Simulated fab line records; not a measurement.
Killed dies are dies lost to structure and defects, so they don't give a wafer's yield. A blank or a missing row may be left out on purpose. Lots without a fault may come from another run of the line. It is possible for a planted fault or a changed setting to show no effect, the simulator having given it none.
fab line records :: flow n5_finfet
record
  lots=4
  wafers=10
  last_day=16
route steps=1938 shown BEOL_M4@1099 BEOL_M5@1112 BEOL_M8@1389 PASSIVATION@1936
lots with no fault: from the same line, run without faults
start_h: the number of hours between the record's first day and the start of the first shown wafer of the lot :: wait_h: hours elapsed since this lot's preceding step :: " as in the row above :: L1.1+2: several wafers, shown together as one row :: - no value, or no start was given :: * or withheld: withheld :: < > ~ a bound
route shown NAME@n: NAME is a module with steps in the file, n the number in the route of the first one :: usual: mean/standard deviation taken from wafers without a fault :: same: alike in all rows :: chamber/n: place in a boat :: sites: each site's reading :: _std_site: the standard deviation of these :: _edge_site: inner sites' mean taken away from outer sites' mean :: radius_mm: how far each site lies from the wafer's centre :: mask NAME#n: copy n :: behind: the last tool/chamber to shape the wafer :: hold: why the lot was held/for how many hours/how that ended :: device: the n, p or np transistor that did not switch :: end of line: tests of these same wafers at the route's end :: a step without rows: its recipe alone :: killed: not the wafer's yield, but the dies lost to structure and defects at the first sort :: map: dies across one wafer; x = killed, . = not, _ = none there
set.NAME: the run value of the setting; set.NAME@STEP: its run value at that earlier step :: model.NAME: the simulator's own value behind a step, which no gauge read
certain route steps with their lots: each step a table, each wafer a row
services: when a tool's chamber went out of use (start_h, in hours from the record's first day, below 0 if earlier), for how many hours, and the reason
## steps
# step N5_BEOL_M4_ANNEAL_95
# recipe
  temp_c=400
  time_s=240
  ambient=vacuum
# step N5_BEOL_M4_SPUTTER_96
# recipe
  material=Cu
  target_thk_a=45
  temp_c=-20
  chamber_pressure_pa=0.07
  power_w=withheld
  time_s=8.29
# step N5_BEOL_M4_ECD_50
# recipe
  material=Cu
  target_thk_a=3000
# step N5_BEOL_M4_ANNEAL_51
# recipe
  temp_c=225
  time_s=90
  ambient=N2
# step N5_BEOL_M4_CMP_52
# recipe
  stop_on=SiOC
  t_overpolish_s=6.8
  down_force_psi=1
  platen_rpm=50
  clearing_platen_down_force_psi=1.5
  clearing_platen_rpm=50
  post_cmp_clean=cu_alkaline
  target_thk_nm=40
  clearing_platen_pad_velocity_m_s=0.99484
  pad_velocity_m_s=0.99484
# step N5_BEOL_M4_PRE_CLEAN_60
# recipe
  gas=NH3/H2
  time_s=15
  temp_c=*
  rf_power_w=300
# step N5_BEOL_M4_CO_CAP_55
# recipe
  material=Co
  target_thk_a=20
  temp_c=200
  precursor=CCTBA/H2
  pressure_torr=30
  time_s=102.1
# step N5_BEOL_M4_PRE_CLEAN_56
# recipe
  gas=NH3
  time_s=15
  temp_c=withheld
  rf_power_w=300
# step N5_BEOL_M4_DEP_57
# recipe
  material=SiCN
  target_thk_a=80
  temp_c=withheld
  precursor=3MS/NH3
  pressure_torr=3
  rf_w=202
  time_s=14
# step N5_BEOL_M4_RC_MEAS_101
# usual
  DIBL_N=36.4/2.7
  DIBL_P=36/3.2
  IOFF_N=0.16/0.046
  IOFF_P=0.21/0.055
  ION_N=677/15
  ION_P=464/11
  SS_N=71.5/0.79
  SS_P=73.3/0.93
  VT_N=250/4.1
  VT_P=-251/4.4
lot.wafer: L956.1
tool: prober-02
chamber: 0
start_h: 216.76
wait_h: 0.0
DIBL_N[mV/V]: 36.4
DIBL_P[mV/V]: 35
IOFF_N[nA/um]: 0.16
IOFF_P[nA/um]: 0.16
ION_N[uA/um]: 673
ION_P[uA/um]: 454
SS_N[mV/dec]: 71.5
SS_P[mV/dec]: 73.0
VT_N[mV]: 251
VT_P[mV]: -253

lot.wafer: L956.3
tool: prober-02
chamber: 0
start_h: 216.76
wait_h: 0.0
DIBL_N[mV/V]: 36.5
DIBL_P[mV/V]: 36
IOFF_N[nA/um]: 0.17
IOFF_P[nA/um]: 0.19
ION_N[uA/um]: 696
ION_P[uA/um]: 478
SS_N[mV/dec]: 72.0
SS_P[mV/dec]: 73.5
VT_N[mV]: 248
VT_P[mV]: -254

lot.wafer: L956.6
tool: prober-02
chamber: 0
start_h: 216.76
wait_h: 0.0
DIBL_N[mV/V]: 38.9
DIBL_P[mV/V]: 39
IOFF_N[nA/um]: 0.19
IOFF_P[nA/um]: 0.23
ION_N[uA/um]: 671
ION_P[uA/um]: 459
SS_N[mV/dec]: 73.0
SS_P[mV/dec]: 73.8
VT_N[mV]: 248
VT_P[mV]: -250

lot.wafer: L965.1
tool: prober-02
chamber: 0
start_h: 257.40
wait_h: 0.0
DIBL_N[mV/V]: 34.2
DIBL_P[mV/V]: 33
IOFF_N[nA/um]: 0.13
IOFF_P[nA/um]: 0.16
ION_N[uA/um]: 670
ION_P[uA/um]: 453
SS_N[mV/dec]: 71.5
SS_P[mV/dec]: 72.8
VT_N[mV]: 251
VT_P[mV]: -258

lot.wafer: L965.3
tool: prober-02
chamber: 0
start_h: 257.40
wait_h: 0.0
DIBL_N[mV/V]: 38.2
DIBL_P[mV/V]: 38
IOFF_N[nA/um]: 0.22
IOFF_P[nA/um]: 0.24
ION_N[uA/um]: 673
ION_P[uA/um]: 454
SS_N[mV/dec]: 72.6
SS_P[mV/dec]: 74.0
VT_N[mV]: 245
VT_P[mV]: -249

lot.wafer: L966.4
tool: prober-01
chamber: 0
start_h: 275.62
wait_h: 0.5
DIBL_N[mV/V]: 41.8
DIBL_P[mV/V]: 43
IOFF_N[nA/um]: 0.29
IOFF_P[nA/um]: 0.31
ION_N[uA/um]: 698
ION_P[uA/um]: 465
SS_N[mV/dec]: 73.2
SS_P[mV/dec]: 74.5
VT_N[mV]: 243
VT_P[mV]: -247

lot.wafer: L966.5
tool: prober-01
chamber: 0
start_h: 275.62
wait_h: 0.5
DIBL_N[mV/V]: 34.9
DIBL_P[mV/V]: 35
IOFF_N[nA/um]: 0.14
IOFF_P[nA/um]: 0.18
ION_N[uA/um]: 658
ION_P[uA/um]: 457
SS_N[mV/dec]: 70.8
SS_P[mV/dec]: 72.5
VT_N[mV]: 254
VT_P[mV]: -251

lot.wafer: L969.1
tool: prober-02
chamber: 0
start_h: 286.58
wait_h: 0.0
DIBL_N[mV/V]: 35.4
DIBL_P[mV/V]: 37
IOFF_N[nA/um]: 0.14
IOFF_P[nA/um]: 0.16
ION_N[uA/um]: 681
ION_P[uA/um]: 463
SS_N[mV/dec]: 71.3
SS_P[mV/dec]: 72.8
VT_N[mV]: 253
VT_P[mV]: -256

lot.wafer: L969.4
tool: prober-02
chamber: 0
start_h: 286.58
wait_h: 0.0
DIBL_N[mV/V]: 38.2
DIBL_P[mV/V]: 39
IOFF_N[nA/um]: 0.18
IOFF_P[nA/um]: 0.19
ION_N[uA/um]: 675
ION_P[uA/um]: 451
SS_N[mV/dec]: 72.4
SS_P[mV/dec]: 73.8
VT_N[mV]: 248
VT_P[mV]: -256

lot.wafer: L969.6
tool: prober-02
chamber: 0
start_h: 286.58
wait_h: 0.0
DIBL_N[mV/V]: 36.8
DIBL_P[mV/V]: 38
IOFF_N[nA/um]: 0.14
IOFF_P[nA/um]: 0.16
ION_N[uA/um]: 671
ION_P[uA/um]: 449
SS_N[mV/dec]: 72.4
SS_P[mV/dec]: 72.8
VT_N[mV]: 254
VT_P[mV]: -257
# step N5_BEOL_M5_ILD_DEP_00
# recipe
  material=SiCOH_lowk
  target_thk_a=1406.4
  temp_c=300
  precursor=DEMS/porogen
  pressure_torr=5
  rf_w=500
  time_s=25.9
# step N5_BEOL_M5_CURE_79
# recipe
  temp_c=385
  time_s=240
  ambient=He/Ar
  material=SiCOH_lowk
# step N5_BEOL_M5_PECVD_70
# recipe
  material=SiO2
  target_thk_a=160
  temp_c=400
  precursor=TEOS/O2
  pressure_torr=5.5
  rf_w=450
  teos_flow_sccm=53.8
  gas=O2
  flow_sccm=3000
  time_s=18
# step N5_BEOL_M5_HM_DEP_02
# recipe
  material=TiN
  target_thk_a=200
  temp_c=25
  chamber_pressure_pa=0.49996
# step N5_BEOL_M5_COAT_59
# recipe
  resist=SOC
  temp_c=250
  time_s=60
  spin_rpm=1500
  resist_thk_nm=60
# step N5_BEOL_M5_COAT_60
# recipe
  resist=SiARC
  temp_c=220
  time_s=60
  spin_rpm=1500
  resist_thk_nm=12
# step N5_BEOL_M5_COAT_71
# recipe
  resist=underlayer
  temp_c=205
  time_s=60
  spin_rpm=1500
  resist_thk_nm=5
# step N5_BEOL_M5_COAT_05
# recipe
  resist=CAR-EUV
  spin_rpm=1500
  resist_thk_nm=30
# step N5_BEOL_M5_EBR_07
# recipe
  solvent=PGMEA
  ebr_width_mm=1.5
# step N5_BEOL_M5_SOFTBAKE_06
# recipe
  temp_c=110
  time_s=60
  resist=CAR-EUV
# step N5_BEOL_M5_EXPOSE_08
# recipe
  mask_id=M5
  na=0.33
  source_shape=annular
  sigma_inner=0.4
  sigma_outer=0.8
  polarization=unpolarized
  target_cd_nm=28
  dose_mj=35.75
# step N5_BEOL_M5_PEB_09
# recipe
  peb_temp_c=100
  peb_time_s=60
  resist=CAR-EUV
# step N5_BEOL_M5_DEVELOP_10
# recipe
  develop_time_s=30
  developer=TMAH
  resist=CAR-EUV
  rinse_liquid=surfactant_rinse
  dry=air_spin
  dev_temp_c=23
# step N5_BEOL_M5_DESCUM_16
# recipe
  chemistry=O2
  time_s=7
  source_power_w=50
  bias_power_w=20
  pressure_mtorr=20
  rf_frequency_hz=2.712e+07
  temp_c=40
  resist=CAR-EUV
  o2_flow_sccm=225
# step N5_BEOL_M5_ETCH_72
# recipe
  chemistry=N2/H2
  target=underlayer
  target_depth_a=65
  mask_material=CAR-EUV
  time_s=5.2
  ion_energy_ev=200
  pressure_mtorr=30
  source_w=840
  bias_w=150
  n2_flow_sccm=200
  h2_flow_sccm=200
  ends=cleared
# step N5_BEOL_M5_ETCH_61
# recipe
  chemistry=CF4
  target=SiARC
  target_depth_a=156
  mask_material=CAR-EUV
  time_s=26
  ion_energy_ev=80
  pressure_mtorr=40
  source_w=545
  bias_w=36
  Ar_flow_sccm=100
  cf4_flow_sccm=100
  ends=cleared
# step N5_BEOL_M5_ETCH_62
# recipe
  chemistry=N2/H2
  target=SOC
  target_depth_a=750
  overetch_a=150
  mask_material=SiARC
  temp_c=40
  time_s=112.5
  ion_energy_ev=200
  pressure_mtorr=30
  source_w=840
  bias_w=150
  n2_flow_sccm=200
  h2_flow_sccm=200
# step N5_BEOL_M5_STRIP_63
# recipe
  chemistry=N2/H2
  temp_c=40
  n2_flow_sccm=200
  h2_flow_sccm=200
  rf_frequency_hz=6e+07
# step N5_BEOL_M5_STRIP_73
# recipe
  chemistry=N2/H2
  temp_c=40
  n2_flow_sccm=200
  h2_flow_sccm=200
  rf_frequency_hz=6e+07
# step N5_BEOL_M5_STRIP_64
# recipe
  chemistry=CF4
  resist=SiARC
  power_w=300
  bias_power_w=75
  pressure_mtorr=50
  cf4_flow_sccm=150
  rf_frequency_hz=6e+07
# step N5_BEOL_M5_HM_OPEN_17
# recipe
  chemistry=Cl2/BCl3
  target_depth_a=200
  overetch_a=60
  target=TiN
  mask_material=SOC
  ion_energy_ev=150
  pressure_mtorr=10
  icp_w=1000
  bias_w=126
  Cl2_flow_sccm=53.25
  bcl3_flow_sccm=21.75
  Ar_flow_sccm=25
# step N5_BEOL_M5_STRIP_19
# recipe
  chemistry=O2
  power_w=400
  temp_c=40
  pressure_mtorr=30
  rf_frequency_hz=6e+07
  bias_power_w=0
  overash_fraction=0.2
  o2_flow_sccm=225
# step N5_BEOL_M5_COAT_65
# recipe
  resist=SOC
  temp_c=250
  time_s=60
  spin_rpm=1500
  resist_thk_nm=60
# step N5_BEOL_M5_COAT_66
# recipe
  resist=SiARC
  temp_c=220
  time_s=60
  spin_rpm=1500
  resist_thk_nm=12
# step N5_BEOL_M8_ALD_77
# recipe
  material=TaN
  target_thk_a=20
  temp_c=275
  ald_precursor_family=PDMAT
  ald_co_reactant=NH3
  pressure_torr=3
  carrier_flow_sccm=1500
  pulse_time_s=2
  purge_time_s=3
  co_reactant_purge_time_s=2
  co_reactant_pulse_time_s=3
  ald_cycles=40
  precursor_vessel_temp_c=75
  precursor_vessel_pressure_torr=26.25
  precursor_vessel_carrier_sccm=1000
# usual
  ald_cycles=40/0
  heater_power_outer_w=233/20
  heater_power_w=427/34
# same
  co_reactant_purge_time_s=2
  purge_time_s=3
lot.wafer: L956.1
tool: ald_metal-01
chamber: 3
start_h: 255.36
wait_h: 0.1
ald_cycles: 40
heater_power_outer_w: 260
heater_power_w: 479
model.TaN_of_BEOL_M8_ALD_77.thk_nm: 2

lot.wafer: L956.3
tool: ald_metal-01
chamber: 1
start_h: 255.36
wait_h: 0.1
ald_cycles: 40
heater_power_outer_w: 227
heater_power_w: 407
model.TaN_of_BEOL_M8_ALD_77.thk_nm: 2

lot.wafer: L956.6
tool: ald_metal-01
chamber: 3
start_h: 255.36
wait_h: 0.1
ald_cycles: 40
heater_power_outer_w: 254
heater_power_w: 475
model.TaN_of_BEOL_M8_ALD_77.thk_nm: 2

lot.wafer: L965.1
tool: ald_metal-01
chamber: 1
start_h: 293.37
wait_h: 0.0
ald_cycles: 29
heater_power_outer_w: 225
heater_power_w: 424
model.TaN_of_BEOL_M8_ALD_77.thk_nm: 1.4

lot.wafer: L965.3
tool: ald_metal-01
chamber: 0
start_h: 293.37
wait_h: 0.0
ald_cycles: 40
heater_power_outer_w: 249
heater_power_w: 456
model.TaN_of_BEOL_M8_ALD_77.thk_nm: 2

lot.wafer: L966.4
tool: ald_metal-01
chamber: 2
start_h: 310.56
wait_h: 0.1
ald_cycles: 29
heater_power_outer_w: 250
heater_power_w: 438
model.TaN_of_BEOL_M8_ALD_77.thk_nm: 1.4

lot.wafer: L966.5
tool: ald_metal-01
chamber: 2
start_h: 310.56
wait_h: 0.1
ald_cycles: 40
heater_power_outer_w: 253
heater_power_w: 433
model.TaN_of_BEOL_M8_ALD_77.thk_nm: 2

lot.wafer: L969.1
tool: ald_metal-04
chamber: 0
start_h: 320.08
wait_h: 0.1
ald_cycles: 40
heater_power_outer_w: 205
heater_power_w: 399
model.TaN_of_BEOL_M8_ALD_77.thk_nm: 2

lot.wafer: L969.4
tool: ald_metal-04
chamber: 2
start_h: 320.08
wait_h: 0.1
ald_cycles: 40
heater_power_outer_w: 242
heater_power_w: 460
model.TaN_of_BEOL_M8_ALD_77.thk_nm: 2

lot.wafer: L969.6
tool: ald_metal-04
chamber: 0
start_h: 320.08
wait_h: 0.1
ald_cycles: 40
heater_power_outer_w: 214
heater_power_w: 398
model.TaN_of_BEOL_M8_ALD_77.thk_nm: 2
# step N5_PASSIVATION_PROBE_49
# usual
  defect_limited_yield=91.1/1.4
  killed_at_M0_to_M3=34/9.7
  killed_at_M4_up=13/5.1
  killed_at_contacts=14/6.3
  killed_at_front_end=40/11
  killed_at_other=3.5/2.7
  killed_dies=105/16
  killed_open=70/12
  killed_short=34/7.8
  sort_bin_4_leakage=0.02/0.13
  sort_bin_5_function=5.2/0.88
  sort_bin_6_memory=3.3/0.7
  sort_n_pass=1074/17
  sort_yield_pct=91.0/1.5
# same
  gross_dies=1180
  killed_at_back_side=0
  sort_bin_8_speed[%]=0
lot.wafer: L965.1
tool: prober-02
chamber: -
start_h: 368.70
wait_h: 0.0
defect_limited_yield[%]: 91.4
killed_at_M0_to_M3: 25
killed_at_M4_up: 16
killed_at_contacts: 20
killed_at_front_end: 37
killed_at_other: 4
killed_dies: 102
killed_open: 60
killed_short: 38
sort_bin_4_leakage[%]: 0.34
sort_bin_5_function[%]: 5.6
sort_bin_6_memory[%]: 2.5
sort_n_pass: 1078
sort_yield_pct[%]: 91.4

lot.wafer: L965.3
tool: prober-02
chamber: -
start_h: 368.80
wait_h: 0.1
defect_limited_yield[%]: 90.4
killed_at_M0_to_M3: 40
killed_at_M4_up: 16
killed_at_contacts: 12
killed_at_front_end: 42
killed_at_other: 3
killed_dies: 113
killed_open: 81
killed_short: 30
sort_bin_4_leakage[%]: 0
sort_bin_5_function[%]: 6.2
sort_bin_6_memory[%]: 3.3
sort_n_pass: 1067
sort_yield_pct[%]: 90.4

lot.wafer: L966.4
tool: prober-02
chamber: -
start_h: 378.03
wait_h: 0.2
defect_limited_yield[%]: 87.1
killed_at_M0_to_M3: 68
killed_at_M4_up: 14
killed_at_contacts: 14
killed_at_front_end: 54
killed_at_other: 2
killed_dies: 152
killed_open: 107
killed_short: 41
sort_bin_4_leakage[%]: 0.34
sort_bin_5_function[%]: 7.8
sort_bin_6_memory[%]: 4.3
sort_n_pass: 1028
sort_yield_pct[%]: 87.1

lot.wafer: L966.5
tool: prober-02
chamber: -
start_h: 378.08
wait_h: 0.2
defect_limited_yield[%]: 91.2
killed_at_M0_to_M3: 41
killed_at_M4_up: 22
killed_at_contacts: 3
killed_at_front_end: 33
killed_at_other: 5
killed_dies: 104
killed_open: 67
killed_short: 36
sort_bin_4_leakage[%]: 0
sort_bin_5_function[%]: 5.4
sort_bin_6_memory[%]: 3.1
sort_n_pass: 1076
sort_yield_pct[%]: 91.2

lot.wafer: L969.1
tool: prober-01
chamber: -
start_h: 387.99
wait_h: 0.0
defect_limited_yield[%]: 92.8
killed_at_M0_to_M3: 29
killed_at_M4_up: 8
killed_at_contacts: 12
killed_at_front_end: 33
killed_at_other: 3
killed_dies: 85
killed_open: 54
killed_short: 30
sort_bin_4_leakage[%]: 0
sort_bin_5_function[%]: 4.6
sort_bin_6_memory[%]: 2.5
sort_n_pass: 1095
sort_yield_pct[%]: 92.8

lot.wafer: L969.4
tool: prober-01
chamber: -
start_h: 388.14
wait_h: 0.2
defect_limited_yield[%]: 92.4
killed_at_M0_to_M3: 30
killed_at_M4_up: 6
killed_at_contacts: 12
killed_at_front_end: 37
killed_at_other: 5
killed_dies: 90
killed_open: 56
killed_short: 32
sort_bin_4_leakage[%]: 0
sort_bin_5_function[%]: 3.6
sort_bin_6_memory[%]: 3.9
sort_n_pass: 1090
sort_yield_pct[%]: 92.4

lot.wafer: L969.6
tool: prober-01
chamber: -
start_h: 388.24
wait_h: 0.3
defect_limited_yield[%]: 90.7
killed_at_M0_to_M3: 43
killed_at_M4_up: 9
killed_at_contacts: 16
killed_at_front_end: 40
killed_at_other: 2
killed_dies: 110
killed_open: 64
killed_short: 45
sort_bin_4_leakage[%]: 0
sort_bin_5_function[%]: 5.3
sort_bin_6_memory[%]: 3.3
sort_n_pass: 1070
sort_yield_pct[%]: 90.7
# killed by level:class
L965.1 MOL_CONTACT_COAG:geometric_particle:open=14 FIN_SAQP:geometric_particle:short=13 BEOL_M3:geometric_particle:open=10 MOL_CONTACT_COAG:geometric_particle:short=6 BEOL_M2:geometric_particle:open=5 FIN_SAQP:geometric_particle:open=4 M8:area_ald=4 DUMMY_GATE:geometric_particle:open=3
L965.3 BEOL_M2:geometric_particle:open=15 FIN_SAQP:geometric_particle:open=12 STI_FIN_REVEAL:geometric_particle:open=12 BEOL_M3:geometric_particle:open=9 MOL_CONTACT_COAG:geometric_particle:open=9 FIN_SAQP:geometric_particle:short=8 GATE_CUT:geometric_particle:short=4 BEOL_M0_SAQP:geometric_particle:open=4
L966.4 STI_FIN_REVEAL:geometric_particle:open=29 BEOL_M0_SAQP:geometric_particle:open=22 BEOL_M0_SAQP:geometric_particle:short=15 BEOL_M3:geometric_particle:open=14 MOL_CONTACT_COAG:geometric_particle:open=11 BEOL_M2:geometric_particle:open=6 FIN_SAQP:geometric_particle:short=5 FIN_SAQP:geometric_particle:open=5
L966.5 BEOL_M0_SAQP:geometric_particle:short=11 BEOL_M0_SAQP:geometric_particle:open=10 BEOL_M4:geometric_particle:open=10 FIN_SAQP:geometric_particle:short=8 BEOL_M2:geometric_particle:open=8 FIN_SAQP:geometric_particle:open=7 STARTING-WAFER:geometric_particle:open=5 DUMMY_GATE:geometric_particle:open=4
L969.1 STI_FIN_REVEAL:geometric_particle:open=10 MOL_CONTACT_COAG:geometric_particle:open=9 GATE_CUT:geometric_particle:short=6 BEOL_M1:geometric_particle:open=6 GATE_CUT:geometric_particle:open=4 BEOL_M0_SAQP:geometric_particle:open=4 BEOL_M0_SAQP:geometric_particle:short=4 BEOL_M2:geometric_particle:open=4
L969.4 MOL_CONTACT_COAG:geometric_particle:open=12 FIN_SAQP:geometric_particle:short=8 GATE_CUT:geometric_particle:short=6 BEOL_M0_SAQP:geometric_particle:open=6 BEOL_M1:geometric_particle:open=6 STI_FIN_REVEAL:geometric_particle:open=5 BEOL_M0_SAQP:geometric_particle:short=5 FIN_SAQP:geometric_particle:open=4
L969.6 MOL_CONTACT_COAG:geometric_particle:open=13 FIN_SAQP:geometric_particle:short=12 BEOL_M0_SAQP:geometric_particle:open=11 BEOL_M0_SAQP:geometric_particle:short=11 BEOL_M2:geometric_particle:open=7 DUMMY_GATE:geometric_particle:open=6 BEOL_M1:geometric_particle:open=6 GATE_CUT:geometric_particle:short=5
# map L965.3 (x killed, . not)
_________________..x..x......________________
______________......x..x...xx..._____________
___________...........x...........x__________
__________....x..x...x...xx........._________
________..x.x........................x_______
_______........x.x...................xx______
______...........x............xx......x._____
_____.....x.....x....x...................____
____.....x..x............x...x............___
___x.......................................__
___.........................x..x....x......__
__............................xx......x....._
__.x........x.x........x...................._
_x....xx................x....................
_.......x........x.........x...x.........xx..
_.......x...x................x...........x...
_.............................xx.xx..........
_.....x...xx.x..xx...x....x..............x...
_.......x....x........................x......
_..........x..x.......x..x...................
_..x...x...........x.................x.......
__.....x......x..x.................xx.x....._
__.x...............x....................x..._
___..x.............x..x...........x........__
___.............x..x............x..........__
____........x...............x.............___
_____.......................x............____
______.................x...........x...._____
_______...................x............______
________..x.......x.............xx...._______
__________.......x.................._________
___________..................xx....__________
______________............x....._____________
_________________xx...x......________________
# map L966.4 (x killed, . not)
_________________x...x.......________________
______________x..x........x..x.._____________
___________.........x..x...........__________
__________................x........x_________
________.............................._______
_______x...x......x....................______
______..........x....xx..............x.._____
_____...........xxx.............x.x....x.____
____.x....................x.........x.....___
___.............x....x................x....__
___.........x............x..xx.......x...x.__
__............x.......x.........x....x......_
__.............x......x............x........_
_....x.xx...x..x........x..........x...x.....
_xx.............................x..xx........
_.....x.xx......x.........xx....x.....x......
_xxx.x.............x....x.xxx......x.x.x.....
_.......................x.....x..x..x.......x
_.....x.....x....................x...........
_.xx.....x.x......x...xx......x.............x
_x.x....................x............x...x...
__..x.........x....x.x.......xx.x.......x..x_
__...xx.x..........................x........_
___x....x..x..x..xx.....x..x.x.............__
___..x...............x..............x......__
____..x..xx...xx.....x....x.x.........x...___
_____....x.............................x.____
______........x.......x..........x.....x_____
_______.........x....x.................______
________........x........x...x.......x_______
__________.xx......................._________
___________x.....x...............x.__________
______________......x.....x....x_____________
_________________........x...________________
## services
tool: ald_metal-01
chamber: 3
start_h: 300.01
hours: 5.0
kind: repair
## key
first_sign
  step=N5_BEOL_M8_ALD_77
  reading=ald_cycles
  direction=down
  sigmas=99+
  usual=*
  struck=*
effect
  step=N5_PASSIVATION_PROBE_49
  reading=sort_bin_4_leakage
  direction=up
  sigmas=2.5
  usual=0.02
  struck=0.34
model_effect
  step=N5_BEOL_M8_ALD_77
  value=TaN_of_BEOL_M8_ALD_77.thk_nm
  without=2
  struck=1.4
met_at N5_BEOL_M8_ALD_77
struck_wafers L965.1,L966.4
onset_between 255.36 293.37
fault
  kind=process_parameter_drift
  tool=ald_metal-01
  chamber=-
  onset_h=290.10
  steps=N5_BEOL_M8_ALD_77
  channel=ald_cycles
  offset=*
  shape=step
  end_h=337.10
  scope=struck_wafers_only
  acts_in=*
  stated=*
